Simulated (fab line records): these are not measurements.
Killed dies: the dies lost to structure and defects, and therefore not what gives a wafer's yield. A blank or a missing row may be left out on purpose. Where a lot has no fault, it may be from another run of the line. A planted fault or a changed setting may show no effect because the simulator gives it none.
Which tool was responsible?    flow n5 finfet    11 lots with 29 wafers sampled at 4 steps, on a route of 1938 steps

WHAT THE GAUGES SHOWED, per wafer
The record holds no reading of a measuring or inspecting step that can be judged against a usual standard deviation.

WHAT TOOL EACH LOT RAN ON (gives the tool, then ch and the chambers of the sampled wafers, and finally the start)
lot   N5_BEOL_M6_ETCH_72                  N5_BEOL_M6_STRIP_36                 N5_BEOL_M6_ETCH_41                  N5_BEOL_M6_CURE_75
L886  rie diel-06 ch 0,3, day 8 06:32     rie diel-06 ch 0,3, day 8 06:44     rie diel-06 ch 0,3, day 8 06:49     uv cure-02 ch 2, day 8 07:14
L888  rie diel-06 ch 0,2, day 8 12:28     rie diel-06 ch 0,2, day 8 12:39     rie diel-06 ch 0,2, day 8 12:44     uv cure-02 ch 2, day 8 13:05
L889  rie diel-04 ch 2,3, day 9 01:51     rie diel-04 ch 2,3, day 9 02:03     rie diel-04 ch 2,3, day 9 02:07     uv cure-02 ch 0, day 9 02:34
L890  rie diel-04 ch 1,3, day 9 12:38     rie diel-04 ch 1,3, day 9 12:50     rie diel-04 ch 1,3, day 9 12:54     uv cure-03 ch 2, day 9 13:13
L892  rie diel-04 ch 1,3, day 9 18:50     rie diel-04 ch 1,3, day 9 19:02     rie diel-04 ch 1,3, day 9 19:07     uv cure-03 ch 1, day 9 19:34
L894  rie diel-02 ch 0,2, day 10 12:02    rie diel-02 ch 0,2, day 10 12:14    rie diel-02 ch 0,2, day 10 12:18    uv cure-01 ch 0, day 10 12:40
L897  rie diel-04 ch 0,1,2, day 10 22:34  rie diel-04 ch 0,1,2, day 10 22:46  rie diel-04 ch 0,1,2, day 10 22:50  uv cure-03 ch 2, day 10 23:27
L904  rie diel-04 ch 1,2, day 12 12:40    rie diel-04 ch 1,2, day 12 12:52    rie diel-04 ch 1,2, day 12 12:56    uv cure-03 ch 0, day 12 13:18
L905  rie diel-02 ch 0,1, day 12 20:40    rie diel-02 ch 0,1, day 12 20:52    rie diel-02 ch 0,1, day 12 20:56    uv cure-03 ch 0, day 12 21:16
L906  rie diel-02 ch 1,3, day 13 02:12    rie diel-02 ch 1,3, day 13 02:23    rie diel-02 ch 1,3, day 13 02:28    uv cure-01 ch 1, day 13 02:50
L908  rie diel-02 ch 2,3, day 13 22:28    rie diel-02 ch 2,3, day 13 22:39    rie diel-02 ch 2,3, day 13 22:43    uv cure-03 ch 0, day 13 23:05
- N5_BEOL_M6_ETCH_72: etches underlayer in N2/H2, target depth 6.5 nm, time 5.2 s.
- N5_BEOL_M6_STRIP_36: strips in N2/H2.
- N5_BEOL_M6_ETCH_41: etches SiCN in CH3F/O2, target depth 29.7 nm, time 52 s.
- N5_BEOL_M6_CURE_75: cures SiCOH lowk, time 120 s.

WHAT THE TOOLS THEMSELVES READ (means of the sampled wafers that have a number; where no wafer has one, the mark that the record gives instead)
N5_BEOL_M6_ETCH_72.
lot   tool         bias w (W)  drypump motor current A (A)  etch rf on time s (s)  oes product au (a.u.)  rf vpp V (V)  showerhead plenum p Torr (Torr)  throttle valve pct (%)
L886  rie diel-06  150.0       6.0                          5.15                   0.58                   524.5         2.54                             18.22
L888  rie diel-06  150.4       5.7                          5.08                   0.59                   524.5         2.50                             18.07
L889  rie diel-04  149.1       6.2                          5.28                   0.61                   520.5         2.46                             17.95
L890  rie diel-04  150.2       5.6                          5.17                   0.65                   521.8         2.53                             18.08
L892  rie diel-04  149.9       5.6                          5.05                   0.66                   522.2         2.53                             18.07
L894  rie diel-02  150.3       5.2                          5.21                   0.66                   524.6         2.54                             18.00
L897  rie diel-04  150.3       6.0                          5.13                   0.66                   521.3         2.48                             17.85
L904  rie diel-04  150.1       5.9                          5.06                   0.66                   522.8         2.49                             17.94
L905  rie diel-02  150.4       5.4                          5.21                   0.63                   525.4         2.60                             18.17
L906  rie diel-02  149.4       5.7                          5.15                   0.65                   526.4         2.65                             17.97
L908  rie diel-02  150.4       5.5                          5.06                   0.65                   525.8         2.60                             17.92

N5_BEOL_M6_STRIP_36.
lot   tool         drypump motor current A (A)  oes product au (a.u.)  rf vpp V (V)  showerhead plenum p Torr (Torr)  throttle valve pct (%)
L886  rie diel-06  6.0                          0.67                   58.3          2.54                             23.93
L888  rie diel-06  5.6                          0.69                   58.5          2.49                             23.79
L889  rie diel-04  6.1                          0.72                   58.9          2.46                             23.67
L890  rie diel-04  5.6                          0.77                   59.5          2.53                             23.85
L892  rie diel-04  5.6                          0.77                   59.2          2.53                             23.86
L894  rie diel-02  5.2                          0.78                   58.8          2.54                             23.81
L897  rie diel-04  6.0                          0.78                   58.4          2.47                             23.59
L904  rie diel-04  5.9                          0.77                   58.5          2.49                             23.71
L905  rie diel-02  5.5                          0.74                   59.2          2.60                             23.90
L906  rie diel-02  5.7                          0.75                   58.0          2.64                             23.77
L908  rie diel-02  5.5                          0.75                   58.4          2.60                             23.73

N5_BEOL_M6_ETCH_41.
lot   tool         bias w (W)  drypump motor current A (A)  oes product au (a.u.)  rf vpp V (V)  run length s (s)  showerhead plenum p Torr (Torr)  throttle valve pct (%)
L886  rie diel-06  74.99       5.9                          0.68                   298.6         75.0              2.01                             16.79
L888  rie diel-06  75.09       5.6                          0.69                   296.4         75.5              1.98                             16.61
L889  rie diel-04  74.92       6.2                          0.72                   295.8         75.1              1.93                             16.43
L890  rie diel-04  75.14       5.6                          0.77                   297.1         75.7              2.00                             16.53
L892  rie diel-04  74.84       5.5                          0.77                   297.5         75.4              2.00                             16.54
L894  rie diel-02  74.99       5.2                          0.77                   297.4         75.1              2.02                             16.52
L897  rie diel-04  75.04       6.0                          0.77                   295.6         89.7              1.95                             16.36
L904  rie diel-04  74.98       5.9                          0.77                   297.0         85.9              1.95                             16.35
L905  rie diel-02  74.67       5.4                          0.72                   297.2         74.9              2.05                             16.68
L906  rie diel-02  75.04       5.6                          0.76                   299.8         75.0              2.09                             16.43
L908  rie diel-02  74.99       5.5                          0.75                   298.2         75.3              2.05                             16.38

N5_BEOL_M6_CURE_75.
lot   tool        lamp power pct (%)  wafer_temp_C_max
L886  uv cure-02  52.22               371.3
L888  uv cure-02  52.28               371.2
L889  uv cure-02  52.26               371.5
L890  uv cure-03  52.29               372.9
L892  uv cure-03  52.34               372.9
L894  uv cure-01  52.34               370.6
L897  uv cure-03  52.31               373.6
L904  uv cure-03  52.30               371.1
L905  uv cure-03  52.30               371.6
L906  uv cure-01  52.32               371.1
L908  uv cure-03  52.31               371.4

THE ANSWER, worked out from the rows above alone
Rule: what is usual is taken from the lots themselves. Put in order of their means at a reading, lots are off if they are a third of the lots or fewer, leave a main group of 4 or more, and stand apart from it by a gap of 3 or more times the standard deviation of the main group's means; of several such gaps the widest counts. A main group is skipped when, at the precision printed for the reading in the tables above, its means are all equal. A lot without any number at a reading at which 4 lots or more have one is off too. Where the step has rows for the other lots, those lots are counted as sound. After the gauges, taken in route order, come the tools' own readings; for these a lot's mean is taken, as printed above. At the first step where some lot is off, the reading lying furthest off is the one used; lots without a number count as furthest.
Off, at N5_BEOL_M6_ETCH_41 on run length s: L897, L904. Mean 75.2 s and standard deviation 0.25 in the main group.
If a tool, at that step or one of the process steps before it, ran each lot that is off and ran no sound lot following the first of them, it fits. One fits: N5_BEOL_M6_ETCH_72 and N5_BEOL_M6_STRIP_36 and N5_BEOL_M6_ETCH_41 on rie diel-04. At N5_BEOL_M6_ETCH_72 its last sound lot is L892 (day 9 18:50), its first lot that is off L897 (day 10 22:34): a fault that began between those two fits.

WHAT THE SIMULATOR HAD INSERTED
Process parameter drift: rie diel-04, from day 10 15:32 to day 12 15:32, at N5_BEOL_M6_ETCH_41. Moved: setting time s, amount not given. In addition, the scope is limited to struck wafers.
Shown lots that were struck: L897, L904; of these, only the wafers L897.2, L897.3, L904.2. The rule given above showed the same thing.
